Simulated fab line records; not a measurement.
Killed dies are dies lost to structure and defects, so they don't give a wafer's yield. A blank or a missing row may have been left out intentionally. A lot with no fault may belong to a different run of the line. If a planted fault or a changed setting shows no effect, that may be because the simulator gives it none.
Which of the tools did it? -- flow n5Finfet -- 10 lots with 29 wafers sampled at 4 steps, on a route of 1938 steps

## WHAT THE GAUGES READ, wafer by wafer
N5_BEOL_M15_OVL_MEAS_29. Usual: M15_OVL gives -3 nm (standard deviation 4.8).
lot,measured,on,M15_OVL (nm),flag
L470,day 13 20:03,overlay-02,3 -3 0,
L473,day 14 18:03,overlay-01,94 95 101,OFF
L476,day 15 12:48,overlay-02,-5 -14 -5,
L475,day 16 01:49,overlay-01,100 97 96,OFF
L478,day 16 21:52,overlay-02,-5 -16 3,
L482,day 17 07:20,overlay-02,-3 -2 -7,
L483,day 17 22:10,overlay-01,-4 3 -8,
L484,day 17 21:54,overlay-01,-2 -13,
L485,day 17 22:13,overlay-02,0 -9 -13,
L486,day 18 05:57,overlay-02,-1 -5 -3,

## WHICH TOOL RAN EACH LOT (tool, then ch and the chambers of the sampled wafers, then the start)
lot,N5_BEOL_M15_ETCH_59,N5_BEOL_M15_ETCH_57,N5_BEOL_M15_EXPOSE_25
L470,"rieDiel-05 ch 0,2, day 13 18:17","rieDiel-01 ch 0,2,3, day 13 19:07","krfScanner-01 ch 0, day 13 19:51"
L473,"rieDiel-06 ch 0,2,3, day 14 16:41","rieDiel-05 ch 1,2,3, day 14 17:15","krfScanner-01 ch 0, day 14 17:51"
L476,"rieDiel-01 ch 0,1,3, day 15 11:05","rieDiel-01 ch 0,2,3, day 15 11:52","krfScanner-02 ch 0, day 15 12:36"
L475,"rieDiel-05 ch 0,1, day 16 00:12","rieDiel-05 ch 0,1,3, day 16 00:53","krfScanner-01 ch 0, day 16 01:37"
L478,"rieDiel-01 ch 0,1,3, day 16 20:19","rieDiel-01 ch 0,2,3, day 16 20:56","krfScanner-02 ch 0, day 16 21:40"
L482,"rieDiel-06 ch 0,1,2, day 17 05:59","rieDiel-06 ch 0,1,2, day 17 06:32","krfScanner-02 ch 0, day 17 07:09"
L483,"rieDiel-01 ch 1,3, day 17 20:23","rieDiel-01 ch 1,3, day 17 21:08","krfScanner-02 ch 0, day 17 21:58"
L484,"rieDiel-05 ch 2, day 17 20:24","rieDiel-05 ch 0,1, day 17 20:58","krfScanner-02 ch 0, day 17 21:43"
L485,"rieDiel-06 ch 0,3, day 17 20:49","rieDiel-06 ch 0,1,3, day 17 21:23","krfScanner-02 ch 0, day 17 22:01"
L486,"rieDiel-06 ch 2,3, day 18 04:33","rieDiel-05 ch 1,2,3, day 18 05:09","krfScanner-02 ch 0, day 18 05:45"
- N5_BEOL_M15_ETCH_59: etches BARC in N2/H2, target depth 89 nm, overetch 26.7 nm, time 67.9 s.
- N5_BEOL_M15_ETCH_57: etches SOC in N2/H2, time 750 s.
- N5_BEOL_M15_EXPOSE_25: exposes mask M15, target cd 400 nm.

## AS READ BY THE TOOLS THEMSELVES (means over the sampled wafers that have a number; for cases with no such wafer, the mark the record gives instead)
N5_BEOL_M15_ETCH_59. Usual: drypumpMotorCurrentA 5.6 A, standard deviation 0.41; h2FlowSccm 200.0 sccm, standard deviation 0.64; oesProductAu 0.67 a.u., standard deviation 0.064; rfVppV 525.6 V, standard deviation 1.9; showerheadPlenumPTorr 2.60 Torr, standard deviation 0.057; throttleValvePct 17.76 %, standard deviation 0.2.
lot,tool,drypumpMotorCurrentA (A),h2FlowSccm (sccm),oesProductAu (a.u.),rfVppV (V),showerheadPlenumPTorr (Torr),throttleValvePct (%),flag
L470,rieDiel-05,5.7,199.3,0.72,525.7,2.58,17.52,
L473,rieDiel-06,5.4,200.1,0.70,525.3,2.60,17.73,
L476,rieDiel-01,5.8,200.1,0.65,526.3,2.58,17.86,
L475,rieDiel-05,5.8,200.2,0.67,524.9,2.58,17.66,
L478,rieDiel-01,5.8,200.0,0.65,525.3,2.57,17.87,
L482,rieDiel-06,5.4,200.2,0.65,525.7,2.62,17.81,
L483,rieDiel-01,5.4,200.4,0.67,525.9,2.62,17.95,
L484,rieDiel-05,5.2,199.1,0.69,525.0,2.56,17.52,
L485,rieDiel-06,5.4,199.7,0.70,525.0,2.59,17.72,
L486,rieDiel-06,5.5,199.9,0.70,524.9,2.57,17.72,

N5_BEOL_M15_ETCH_57. Usual: drypumpMotorCurrentA 5.5 A, standard deviation 0.44; h2FlowSccm 200.0 sccm, standard deviation 0.58; oesProductAu 0.81 a.u., standard deviation 0.082; rfVppV 525.8 V, standard deviation 1.8; showerheadPlenumPTorr 2.61 Torr, standard deviation 0.065; throttleValvePct 17.64 %, standard deviation 0.2.
lot,tool,drypumpMotorCurrentA (A),h2FlowSccm (sccm),oesProductAu (a.u.),rfVppV (V),showerheadPlenumPTorr (Torr),throttleValvePct (%),flag
L470,rieDiel-01,5.4,200.6,0.85,526.5,2.65,17.64,
L473,rieDiel-05,5.5,200.0,0.86,525.9,2.60,17.48,
L476,rieDiel-01,5.4,199.6,0.84,526.9,2.65,17.65,
L475,rieDiel-05,5.7,200.1,0.83,525.5,2.60,17.52,
L478,rieDiel-01,5.4,200.6,0.83,526.4,2.64,17.67,
L482,rieDiel-06,5.4,200.2,0.76,525.8,2.62,17.70,
L483,rieDiel-01,5.4,199.8,0.78,526.4,2.62,17.86,
L484,rieDiel-05,5.8,199.8,0.76,525.7,2.59,17.62,
L485,rieDiel-06,5.4,199.5,0.79,526.0,2.62,17.67,
L486,rieDiel-05,5.5,199.4,0.81,525.0,2.59,17.51,

N5_BEOL_M15_EXPOSE_25. Usual: stageVelMmS 499.97 mm/s, standard deviation 0.26.
lot,tool,stageVelMmS (mm/s),flag
L470,krfScanner-01,500.17,
L473,krfScanner-01,499.73,
L476,krfScanner-02,499.99,
L475,krfScanner-01,500.10,
L478,krfScanner-02,500.33,
L482,krfScanner-02,499.95,
L483,krfScanner-02,500.15,
L484,krfScanner-02,500.13,
L485,krfScanner-02,499.67,
L486,krfScanner-02,499.92,

## THE ANSWER, worked out from the rows above alone
Rule: a lot is off if the mean of its wafers that have a number lies more than 3 standard deviations from the usual mean. A lot without any number at a reading at which 4 lots or more have one is off too. Where the step has rows for the other lots, those lots are counted as sound. Order of review: gauges by route order, followed by the tools' own readings, for which a lot's mean as printed above is used. At the first step where some lot is off, the reading lying furthest off is the one used; lots without a number count as furthest.
Off: L473, L475, at N5_BEOL_M15_OVL_MEAS_29 (M15_OVL).
A tool fits if, at a process step before that reading, it ran every lot that is off, and no sound lot after the first of them. Those tools and the gauges at N5_BEOL_M15_OVL_MEAS_29 are tried in the same way. One fits: N5_BEOL_M15_EXPOSE_25 on krfScanner-01. Its last sound lot is L470 (day 13 19:51), its first lot that is off L473 (day 14 17:51): a fault that began between those two fits.

## WHAT HAD BEEN PUT IN BY THE SIMULATOR
Scanner matching overlay: krfScanner-01, from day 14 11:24 on, at N5_BEOL_M15_EXPOSE_25. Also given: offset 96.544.
Lots struck among those shown: L473, L475. The rule above reached the same finding.
